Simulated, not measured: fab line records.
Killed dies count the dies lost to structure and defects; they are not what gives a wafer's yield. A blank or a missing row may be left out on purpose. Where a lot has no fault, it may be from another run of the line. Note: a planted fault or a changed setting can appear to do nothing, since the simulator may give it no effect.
fab line records ; flow nandHarc
record lots=4; wafers=12; lastDay=29
route steps=1302 shown P_STI@82 P_GATE@110 END@1301
lots untouched by any fault: they come from a run of this same line in which no faults occurred
startH: the number of hours between the record's first day and the start of the first shown wafer of the lot ; waitH: hours elapsed since this lot's preceding step ; " same as the row above ; L1.1+2: one row covering several wafers at once ; - no value, or no start was given ; * or withheld: withheld ; < > ~ a bound
route shown NAME@n: NAME is a module with steps in the file, n the number in the route of the first one ; usual: mean/standard deviation of fault-free wafers ; same: alike in all rows ; chamber/n: place in a boat ; sites: per-site readings ; _std_site: the standard deviation of these ; _edge_site: mean of outer sites minus mean of inner sites ; radiusMm: for every site, how far away it sits from the centre of the wafer ; mask NAME#n: copy n ; behind: the last tool/chamber to shape the wafer ; hold: cause of the lot's hold/its duration in hours/its outcome ; device: whichever transistor did not switch (one of n, p or np) ; end of line: tests run on the same wafers once the route is complete ; step lacking rows: just its recipe ; killed: not the wafer's yield, but the dies lost to structure and defects at the first sort ; map: per-die view of a wafer (x killed, . not killed, _ where there is no die)
set.NAME: the setting that was run; set.NAME@STEP: the one run at that earlier step ; model.NAME: the simulator's own value behind a step, which no gauge read
a table for each step, a row for each wafer; lots at some steps of the route
## steps
# step NHARC_P_STI_DEVELOP_08
# recipe timeS=50; devTempC=22
# step NHARC_P_STI_HARDBAKE_13
# recipe tempC=118; timeS=65
# step NHARC_P_STI_DESCUM_14
# recipe timeS=3; o2FlowSccm=200; arFlowSccm=0; biasPowerW=0; chemistry=O2
# step NHARC_P_STI_ETCH_42
# recipe targetDepthA=800; overetchA=240; timeS=61; ionEnergyEv=200; n2FlowSccm=150; h2FlowSccm=150; arFlowSccm=0; rfW=400; biasW=150; chemistry=N2/H2
# step NHARC_P_STI_ETCH_31
# recipe targetDepthA=1089; timeS=54.5; cf4FlowSccm=100; chf3FlowSccm=30; arFlowSccm=0; rfW=500; biasW=200; chemistry=CF4/CHF3
# step NHARC_P_STI_ETCH_15
# recipe targetDepthA=3000; taperDeg=4; timeS=100.1; hbrFlowSccm=150; cl2FlowSccm=50; rfW=400; icpW=400; biasW=100; chemistry=HBr/Cl2
# step NHARC_P_STI_STRIP_19
# recipe timeS=900; tempC=130; chemistry=SPM
# step NHARC_P_STI_PRECLEAN_32
# recipe timeS=*; tempC=50; bathAgeMin=0; chemistry=SC1
# same timeS=*
lot.wafer;tool;chamber;startH;waitH
L660.1+2+3;wetBench-07;2,3,4;73.09;-
L661.1+5+2;wetBench-07;3,6,0;85.18;-
L664.1+4+6;wetBench-09;4,6,7;114.54;-
L668.5+1+2;wetBench-07;1,4,5;156.09;-
# step NHARC_P_STI_SRD_23
# step NHARC_P_STI_OXIDE_33
# recipe targetThkA=100; tempC=1000; oxTimeS=281; material=SiO2
# step NHARC_P_STI_HDPCVD_20
# recipe targetThkA=withheld; sigmaOpenFrac=withheld; material=SiO2
# step NHARC_P_STI_ANNEAL_34
# recipe tempC=1000; timeS=1800
# step NHARC_P_STI_CMP_21
# recipe tOverpolishS=20; targetThkNm=380.67
# step NHARC_P_STI_SRD_35
# step NHARC_P_STI_ETCH_36
# recipe targetDepthA=388; chemistry=dHF; material=SiO2
# step NHARC_P_STI_STRIP_24
# recipe tempC=160; chemistry=H3PO4; material=Si3N4
# step NHARC_P_STI_ETCH_37
# recipe targetDepthA=110; chemistry=dHF; material=SiO2
# step NHARC_P_STI_PRECLEAN_38
# recipe timeS=*; tempC=50; bathAgeMin=0; chemistry=SC1
# step NHARC_P_STI_SRD_39
# step NHARC_P_STI_OXIDE_40
# recipe targetThkA=100; tempC=900; oxTimeS=1362; material=SiO2
# step NHARC_P_GATE_ETCH_69
# recipe targetDepthA=140; chemistry=dHF; material=SiO2
# step NHARC_P_GATE_PRECLEAN_70
# recipe timeS=*; tempC=50; bathAgeMin=0; chemistry=SC1
# step NHARC_P_GATE_SRD_01
# step NHARC_P_GATE_OXIDE_02
# recipe targetThkA=375; tempC=950; pH2oTorr=720; oxTimeS=365; material=SiO2
# step NHARC_P_GATE_DEHYDRATE_03
# recipe tempC=150; timeS=120
# step NHARC_P_GATE_HMDS_04
# recipe timeS=30
# step NHARC_P_GATE_COAT_05
# recipe spinRpm=4690
# step NHARC_P_GATE_SOFTBAKE_06
# recipe tempC=122; timeS=95
# step NHARC_P_GATE_EBR_07
# step NHARC_P_GATE_EXPOSE_08
# recipe na=0.6; doseMj=16.75; maskId=P_HV
# step NHARC_P_GATE_PEB_09
# recipe pebTempC=118; pebTimeS=85
# step NHARC_P_GATE_DEVELOP_10
# recipe timeS=70
# step NHARC_P_GATE_HARDBAKE_12
# recipe tempC=125; timeS=80
# step NHARC_END_WLT_00
# usual VT_DECK1_BOTTOM=0.872/0.0079; VT_DECK1_BOTTOM_INNER=0.871/0.0077; VT_DECK1_MEDIAN_NEAR_BOTTOM=0.873/0.0076; VT_DECK1_MEDIAN_NEAR_BOTTOM_INNER=0.873/0.0073; VT_DECK1_MIDDLE=0.885/0.0074; VT_DECK1_MIDDLE_INNER=0.884/0.0074; VT_DECK1_TOP=0.897/0.008; VT_DECK1_TOP_INNER=0.896/0.0076; VT_DECK2_BOTTOM=0.869/0.0069; VT_DECK2_BOTTOM_INNER=0.869/0.0069; VT_DECK2_MEDIAN_NEAR_BOTTOM=0.870/0.0077; VT_DECK2_MEDIAN_NEAR_BOTTOM_INNER=0.871/0.0071; VT_DECK2_MIDDLE=0.884/0.0071; VT_DECK2_MIDDLE_INNER=0.884/0.007; VT_DECK2_TOP=0.896/0.0072; VT_DECK2_TOP_INNER=0.896/0.0068
lot.wafer;tool;chamber;startH;waitH;hold;VT_DECK1_BOTTOM;VT_DECK1_BOTTOM_INNER;VT_DECK1_MEDIAN_NEAR_BOTTOM;VT_DECK1_MEDIAN_NEAR_BOTTOM_INNER;VT_DECK1_MIDDLE;VT_DECK1_MIDDLE_INNER;VT_DECK1_TOP;VT_DECK1_TOP_INNER;VT_DECK2_BOTTOM;VT_DECK2_BOTTOM_INNER;VT_DECK2_MEDIAN_NEAR_BOTTOM;VT_DECK2_MEDIAN_NEAR_BOTTOM_INNER;VT_DECK2_MIDDLE;VT_DECK2_MIDDLE_INNER;VT_DECK2_TOP;VT_DECK2_TOP_INNER
L660.1;prober-01;-;590.24;0.0;-;0.875;0.872;0.876;0.875;0.882;0.891;0.905;0.897;0.874;0.865;0.881;0.866;0.882;0.886;0.895;0.887
L660.2;prober-01;-;590.24;0.0;-;0.878;0.878;0.879;0.885;0.882;0.886;0.897;0.899;0.867;0.865;0.867;0.870;0.878;0.890;0.899;0.898
L660.3;prober-01;-;590.24;0.0;-;0.867;0.880;0.881;0.877;0.887;0.886;0.901;0.902;0.871;0.871;0.870;0.871;0.881;0.884;0.892;0.898
L661.1;prober-02;-;590.26;0.1;awaitDispo/0.2h/release;1.003;1.002;1.000;1.007;1.010;1.021;1.026;1.030;0.997;0.997;0.992;0.998;1.014;1.015;1.027;1.026
L661.2;prober-02;-;590.26;0.1;awaitDispo/0.2h/release;1.006;1.002;1.005;1.011;1.025;1.017;1.029;1.030;0.997;0.995;0.995;1.003;1.027;1.019;1.036;1.028
L661.5;prober-02;-;592.23;2.0;awaitDispo/0.2h/release;1.010;1.005;1.001;1.004;1.025;1.021;1.031;1.030;0.994;1.006;0.997;0.999;1.016;1.011;1.033;1.034
L661.1;prober-02;-;597.99;7.2;-;1.016;0.999;1.009;1.009;1.017;1.017;1.027;1.031;0.984;0.998;1.000;0.995;1.007;1.007;1.028;1.027
L661.2;prober-02;-;597.99;7.2;-;1.000;1.005;1.007;1.010;1.016;1.021;1.035;1.037;0.994;0.988;1.002;1.001;1.017;1.013;1.031;1.037
L661.5;prober-02;-;599.96;7.2;-;0.999;1.012;1.012;1.011;1.013;1.019;1.027;1.035;1.000;1.001;0.999;1.010;1.017;1.021;1.032;1.024
L664.1;prober-01;-;620.87;0.0;-;0.871;0.862;0.866;0.871;0.888;0.883;0.887;0.891;0.873;0.867;0.882;0.874;0.894;0.887;0.898;0.900
L664.4;prober-01;-;622.38;1.6;-;0.866;0.866;0.870;0.871;0.883;0.878;0.882;0.892;0.877;0.881;0.887;0.876;0.895;0.891;0.904;0.900
L664.6;prober-01;-;623.38;2.6;-;0.866;0.868;0.865;0.868;0.876;0.879;0.895;0.892;0.879;0.874;0.879;0.876;0.890;0.889;0.909;0.905
L668.1;prober-02;-;670.34;0.1;awaitDispo/0.2h/release;0.996;0.999;0.999;1.007;1.001;1.019;1.028;1.032;0.997;0.984;0.989;0.993;1.015;1.012;1.033;1.039
L668.2;prober-02;-;670.34;0.1;awaitDispo/0.2h/release;1.013;1.009;1.014;1.008;1.024;1.020;1.028;1.037;1.002;1.003;1.006;1.010;1.019;1.016;1.031;1.034
L668.5;prober-02;-;672.37;2.1;awaitDispo/0.2h/release;1.018;1.008;1.006;1.008;1.017;1.018;1.034;1.034;0.994;0.992;0.993;0.991;1.009;1.022;1.036;1.032
L668.1;prober-02;-;678.18;7.3;-;1.010;1.005;0.999;1.004;1.016;1.009;1.031;1.029;1.002;0.995;0.997;0.992;1.018;1.014;1.027;1.035
L668.2;prober-02;-;678.18;7.3;-;1.011;1.014;1.010;1.020;1.026;1.021;1.031;1.037;1.004;1.002;0.999;1.000;1.024;1.015;1.025;1.031
L668.5;prober-02;-;680.21;7.3;-;0.995;1.004;1.002;0.998;1.021;1.020;1.029;1.029;0.987;1.003;0.990;0.989;1.003;1.013;1.031;1.029
# step NHARC_END_SORT_01
# recipe tempC=25
# usual killedAtArray=55/23; killedAtOther=1.0/1.2; killedAtPeriphery=3.2/2.7; killedDies=59/23; killedOpen=3.1/1.6; killedShort=2.2/1.5
# same grossDies=677
lot.wafer;tool;chamber;startH;waitH;hold;killedAtArray;killedAtOther;killedAtPeriphery;killedDies;killedOpen;killedShort
L660.1;prober-01;0;593.20;2.5;-;80;0;1;81;1;2
L660.2;prober-01;0;594.00;2.8;-;69;0;2;71;1;2
L660.3;prober-01;0;594.79;3.1;-;57;0;3;60;0;3
L661.1;prober-02;0;604.31;5.8;awaitDispo/3.4h/release;14;3;1;18;1;2
L661.2;prober-02;0;605.11;6.1;awaitDispo/3.4h/release;19;2;2;23;2;1
L661.5;prober-02;0;607.50;7.0;awaitDispo/3.4h/release;26;3;2;31;6;0
L664.1;prober-01;0;623.88;2.5;-;30;0;6;36;3;2
L664.4;prober-01;0;626.30;3.4;-;35;1;8;44;5;0
L664.6;prober-01;0;627.91;4.0;-;28;1;5;34;6;2
L668.1;prober-02;0;682.68;4.0;awaitDispo/1.5h/release;78;6;1;85;1;5
L668.2;prober-02;0;683.48;4.3;awaitDispo/1.5h/release;79;1;3;83;2;2
L668.5;prober-02;0;685.88;5.2;awaitDispo/1.5h/release;94;0;4;98;4;0
# killed by level:class
L660.1 A_CHANNEL_HOLE_D2:chamberFilmFlake=36 A_CHANNEL_HOLE_D1:chamberFilmFlake=34 A_CONTACT:chamberFilmFlake=4 A_CHANNEL_FILL_D2:chamberFilmFlake=2 A_CHANNEL_FILL_D1:geometricParticle:open=1 A_CHANNEL_HOLE_D2:geometricParticle:short=1 A_M0:geometricParticle:short=1 P_STI:chamberFilmFlake=1
L660.2 A_CHANNEL_HOLE_D2:chamberFilmFlake=32 A_CHANNEL_HOLE_D1:chamberFilmFlake=26 A_CHANNEL_FILL_D2:chamberFilmFlake=2 A_SLIT:chamberFilmFlake=2 A_CONTACT:chamberFilmFlake=2 A_DECK1_JOINT:geometricParticle:open=1 A_DECK1_JOINT:geometricParticle:short=1 A_WL_FILL:geometricParticle:short=1
L660.3 A_CHANNEL_HOLE_D1:chamberFilmFlake=27 A_CHANNEL_HOLE_D2:chamberFilmFlake=26 P_CONTACT:geometricParticle:short=1 A_CHANNEL_HOLE_D1:geometricParticle:short=1 A_CHANNEL_HOLE_D2:geometricParticle:short=1 P_ZERO_WELL:chamberFilmFlake=1 P_GATE:chamberFilmFlake=1 A_STAIRCASE:chamberFilmFlake=1
L661.1 A_CHANNEL_HOLE_D2:chamberFilmFlake=7 THIN_TSV:chamberFilmFlake=3 A_CONTACT:chamberFilmFlake=2 A_M0:chamberFilmFlake=2 A_SOURCE_PLATE:geometricParticle:short=1 A_DECK1_JOINT:geometricParticle:short=1 A_DECK1_JOINT:geometricParticle:open=1 P_M0:chamberFilmFlake=1
L661.2 A_CHANNEL_HOLE_D1:chamberFilmFlake=7 A_CHANNEL_HOLE_D2:chamberFilmFlake=5 A_SGD_CUT:chamberFilmFlake=3 P_CONTACT:geometricParticle:open=2 THIN_TSV:chamberFilmFlake=2 A_M0:geometricParticle:short=1 A_ZERO_WELL:chamberFilmFlake=1 A_DECK1_JOINT:chamberFilmFlake=1
L661.5 A_CHANNEL_HOLE_D2:chamberFilmFlake=8 A_CONTACT:chamberFilmFlake=7 A_CHANNEL_HOLE_D1:chamberFilmFlake=4 THIN_TSV:chamberFilmFlake=3 P_CONTACT:geometricParticle:open=1 A_ONON_D1:geometricParticle:open=1 A_DECK1_JOINT:geometricParticle:open=1 A_CHANNEL_FILL_D2:geometricParticle:open=1
L664.1 A_CHANNEL_HOLE_D2:chamberFilmFlake=12 A_CONTACT:chamberFilmFlake=5 P_STI:chamberFilmFlake=4 A_WL_FILL:chamberFilmFlake=3 A_ONON_D1:geometricParticle:short=1 A_CHANNEL_FILL_D1:geometricParticle:short=1 A_CHANNEL_FILL_D1:geometricParticle:open=1 A_CHANNEL_HOLE_D2:geometricParticle:open=1
L664.4 A_CHANNEL_HOLE_D2:chamberFilmFlake=15 P_STI:chamberFilmFlake=4 A_CHANNEL_HOLE_D1:chamberFilmFlake=4 A_CHANNEL_FILL_D1:chamberFilmFlake=4 A_WL_FILL:chamberFilmFlake=3 A_CONTACT:chamberFilmFlake=3 A_SLIT:chamberFilmFlake=2 P_GATE:geometricParticle:open=1
L664.6 A_CHANNEL_HOLE_D2:chamberFilmFlake=7 A_CHANNEL_HOLE_D1:chamberFilmFlake=3 A_CHANNEL_FILL_D1:chamberFilmFlake=3 A_WL_FILL:chamberFilmFlake=3 A_CONTACT:chamberFilmFlake=3 P_STI:chamberFilmFlake=2 A_STAIRCASE:chamberFilmFlake=2 P_M0:geometricParticle:open=1
L668.1 A_CHANNEL_HOLE_D1:chamberFilmFlake=27 A_SLIT:chamberFilmFlake=19 A_CHANNEL_HOLE_D2:chamberFilmFlake=16 A_CONTACT:chamberFilmFlake=4 A_M0:chamberFilmFlake=3 HYBRID_BOND:chamberFilmFlake=3 THIN_TSV:chamberFilmFlake=3 A_ONON_D1:geometricParticle:short=2
L668.2 A_SLIT:chamberFilmFlake=27 A_CHANNEL_HOLE_D1:chamberFilmFlake=25 A_CHANNEL_HOLE_D2:chamberFilmFlake=14 A_M0:chamberFilmFlake=4 P_GATE:chamberFilmFlake=2 A_STAIRCASE:chamberFilmFlake=2 A_CONTACT:chamberFilmFlake=2 P_M0:geometricParticle:open=1
L668.5 A_CHANNEL_HOLE_D1:chamberFilmFlake=33 A_SLIT:chamberFilmFlake=26 A_CHANNEL_HOLE_D2:chamberFilmFlake=22 A_CONTACT:chamberFilmFlake=4 A_STAIRCASE:chamberFilmFlake=3 P_GATE:chamberFilmFlake=2 A_M0:chamberFilmFlake=2 P_CONTACT:geometricParticle:open=1
# map L661.5 (x killed, . not)
____________.____________
_________......._________
_______..........._______
______.......x.....______
_____............x.._____
____.................____
____.................____
___...................___
___...................___
__.....................__
__......x..............__
_.......x..............._
_..............x........_
_...............x......._
_......................._
_.............x........._
..........x..............
.........................
.........................
...........x.x...........
...........x.............
_............x.........._
_......................._
_....................x.._
_...........x.......x..._
_......................._
__....x....x...........__
__.....................__
___x..xxx.............___
___...x..x....x.......___
____x................____
____..........x......____
_____........x..x..._____
______.x...........______
_______.........x._______
_________.....x._________
____________.____________
# map L668.5 (x killed, . not)
____________.____________
_________......._________
_______.x......x.._______
______.............______
_____........x..xx.._____
____.......x...xx....____
____................x____
___.............x.....___
___........x.xxxx.....___
__........xxx.xxx......__
__..........x..xxxx....__
_....x...xx.xxxxx......._
_...........xxxxxxx....._
_...........xxxxx......._
_..............x........_
_..x.........x.........._
.........................
...............x.........
.........................
.........................
...........x.............
_......................._
_......................._
_............x.........._
_..x..................x._
_.........x............._
__.x.xx................__
__.xxxxx...............__
___xxx................___
___xxxxx.........x....___
____xxxx......x......____
____xxxxx...x.xxx....____
_____..x.....xxx...._____
______.......x.x...______
_______x...x.x...._______
_________.x..x.x_________
____________.____________
## key
firstSign step=NHARC_END_WLT_00; reading=VT_DECK2_TOP_INNER; direction=up; sigmas=20; usual=0.896; struck=1.032
effect step=NHARC_END_WLT_00; reading=VT_DECK2_MIDDLE; direction=up; sigmas=19; usual=0.884; struck=1.017
effect step=NHARC_END_SORT_01; reading=hold; direction=added
metAt NHARC_P_STI_PRECLEAN_32
struckWafers L661.1,L661.2,L661.5,L668.1,L668.2,L668.5
testerLeftOut L661,L668
onsetBetween 73.09 85.18
fault kind=metallicContaminationSource; tool=wetBench-07; chamber=-; onsetH=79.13; steps=NHARC_P_STI_PRECLEAN_32; rateCm2PerVisit=2.3767e+12; species=metalFeCm2
# testerLeftOut: of these lots the tester's yield and bins aren't shown, on N5 and GAA mostly nor the transistor test; their killed dies are dies lost to structure and defects alone, not to doping, threshold or leakage, so they don't give the yield
